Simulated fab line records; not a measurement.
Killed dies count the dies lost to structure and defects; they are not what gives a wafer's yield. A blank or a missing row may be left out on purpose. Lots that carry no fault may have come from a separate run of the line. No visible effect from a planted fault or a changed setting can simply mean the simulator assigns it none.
Chamber matching || flow n5 finfet || uv cure-01 running N5_BEOL_M5_CURE_79: 3 sister chambers
The step cures SiCOH lowk, time 240 s. 22 wafers are shown with their chamber, then 11 later ones without.

== WAFERS, EACH WITH ITS CHAMBER ==
{"wafer": "L077.1", "chamber": 0, "wafer_temp_C_max": 386.9, "lamp power pct (%)": 52.33}
{"wafer": "L077.4", "chamber": 0, "wafer_temp_C_max": 386.4, "lamp power pct (%)": 52.39}
{"wafer": "L077.6", "chamber": 0, "wafer_temp_C_max": 385.9, "lamp power pct (%)": 52.27}
{"wafer": "L078.1", "chamber": 0, "wafer_temp_C_max": 387.1, "lamp power pct (%)": 52.22}
{"wafer": "L078.3", "chamber": 0, "wafer_temp_C_max": 387.1, "lamp power pct (%)": 52.29}
{"wafer": "L078.6", "chamber": 0, "wafer_temp_C_max": 386.4, "lamp power pct (%)": 52.29}
{"wafer": "L081.1", "chamber": 0, "wafer_temp_C_max": 386.0, "lamp power pct (%)": 52.40}
{"wafer": "L081.5", "chamber": 0, "wafer_temp_C_max": 386.6, "lamp power pct (%)": 52.25}
{"wafer": "L081.6", "chamber": 0, "wafer_temp_C_max": 386.3, "lamp power pct (%)": 52.28}
{"wafer": "L089.1", "chamber": 1, "wafer_temp_C_max": 386.9, "lamp power pct (%)": 52.41}
{"wafer": "L089.4", "chamber": 1, "wafer_temp_C_max": 387.5, "lamp power pct (%)": 52.26}
{"wafer": "L089.6", "chamber": 1, "wafer_temp_C_max": 386.9, "lamp power pct (%)": 52.29}
{"wafer": "L090.1", "chamber": 1, "wafer_temp_C_max": 387.0, "lamp power pct (%)": 52.35}
{"wafer": "L090.2", "chamber": 1, "wafer_temp_C_max": 387.5, "lamp power pct (%)": 52.37}
{"wafer": "L090.3", "chamber": 1, "wafer_temp_C_max": 386.4, "lamp power pct (%)": 52.39}
{"wafer": "L090.4", "chamber": 1, "wafer_temp_C_max": 387.6, "lamp power pct (%)": 52.28}
{"wafer": "L090.5", "chamber": 1, "wafer_temp_C_max": 388.0, "lamp power pct (%)": 52.27}
{"wafer": "L090.6", "chamber": 1, "wafer_temp_C_max": 387.8, "lamp power pct (%)": 52.42}
{"wafer": "L091.1", "chamber": 1, "wafer_temp_C_max": 386.7, "lamp power pct (%)": 52.30}
{"wafer": "L091.3", "chamber": 1, "wafer_temp_C_max": 386.7, "lamp power pct (%)": 52.33}
{"wafer": "L091.6", "chamber": 1, "wafer_temp_C_max": 386.6, "lamp power pct (%)": 52.42}
{"wafer": "L094.1", "chamber": 2, "wafer_temp_C_max": 386.9, "lamp power pct (%)": 52.32}

SIGNATURES (averages over the wafers above)
{"reading": "wafer_temp_C_max", "chamber 0": 386.522, "chamber 1": 387.133, "chamber 2": 386.900, "scatter within a chamber": 0.49}
{"reading": "lamp power pct", "chamber 0": 52.3022, "chamber 1": 52.3408, "chamber 2": 52.3200, "scatter within a chamber": 0.0605}
Rule: distance of a wafer from a chamber = root of the sum over the readings of ((wafer's reading minus chamber's mean) / reading's scatter) squared. The wafer belongs to the nearest chamber; if the next one is less than 2 further off, it can't be placed. The scatter is the square root of a quotient: the sum, over the shown wafers, of each reading's squared deviation from its chamber's mean, divided by wafers minus chambers.

== WAFERS WHOSE CHAMBER IS MISSING ==
{"wafer": "L094.2", "wafer_temp_C_max": 387.5, "lamp power pct (%)": 52.32}
{"wafer": "L094.5", "wafer_temp_C_max": 387.4, "lamp power pct (%)": 52.23}
{"wafer": "L093.3", "wafer_temp_C_max": 386.1, "lamp power pct (%)": 52.27}
{"wafer": "L093.4", "wafer_temp_C_max": 386.0, "lamp power pct (%)": 52.36}
{"wafer": "L093.5", "wafer_temp_C_max": 386.7, "lamp power pct (%)": 52.23}
{"wafer": "L095.1", "wafer_temp_C_max": 386.4, "lamp power pct (%)": 52.32}
{"wafer": "L095.2", "wafer_temp_C_max": 387.8, "lamp power pct (%)": 52.24}
{"wafer": "L095.5", "wafer_temp_C_max": 387.2, "lamp power pct (%)": 52.36}
{"wafer": "L097.1", "wafer_temp_C_max": 387.1, "lamp power pct (%)": 52.23}
{"wafer": "L097.3", "wafer_temp_C_max": 387.0, "lamp power pct (%)": 52.23}
{"wafer": "L097.5", "wafer_temp_C_max": 386.6, "lamp power pct (%)": 52.41}

== WHICH CHAMBER EACH WENT THROUGH ==
{"wafer": "L094.2", "from the rows above": "can't be placed: 1 or 2 or 0", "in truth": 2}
{"wafer": "L094.5", "from the rows above": "can't be placed: 2 or 1 or 0", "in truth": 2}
{"wafer": "L093.3", "from the rows above": "can't be placed: 0 or 2 or 1", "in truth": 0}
{"wafer": "L093.4", "from the rows above": "can't be placed: 0 or 2 or 1", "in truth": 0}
{"wafer": "L093.5", "from the rows above": "can't be placed: 0 or 2 or 1", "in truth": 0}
{"wafer": "L095.1", "from the rows above": "can't be placed: 0 or 2 or 1", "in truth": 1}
{"wafer": "L095.2", "from the rows above": "can't be placed: 1 or 2 or 0", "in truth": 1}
{"wafer": "L095.5", "from the rows above": "can't be placed: 1 or 2 or 0", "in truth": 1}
{"wafer": "L097.1", "from the rows above": "can't be placed: 2 or 0 or 1", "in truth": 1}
{"wafer": "L097.3", "from the rows above": "can't be placed: 2 or 0 or 1", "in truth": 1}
{"wafer": "L097.5", "from the rows above": "can't be placed: 1 or 2 or 0", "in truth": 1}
0 of 11 placed correctly. Can't be placed from these rows: 11 (the true chamber is among the candidates in 11). Wrongly placed: 0.
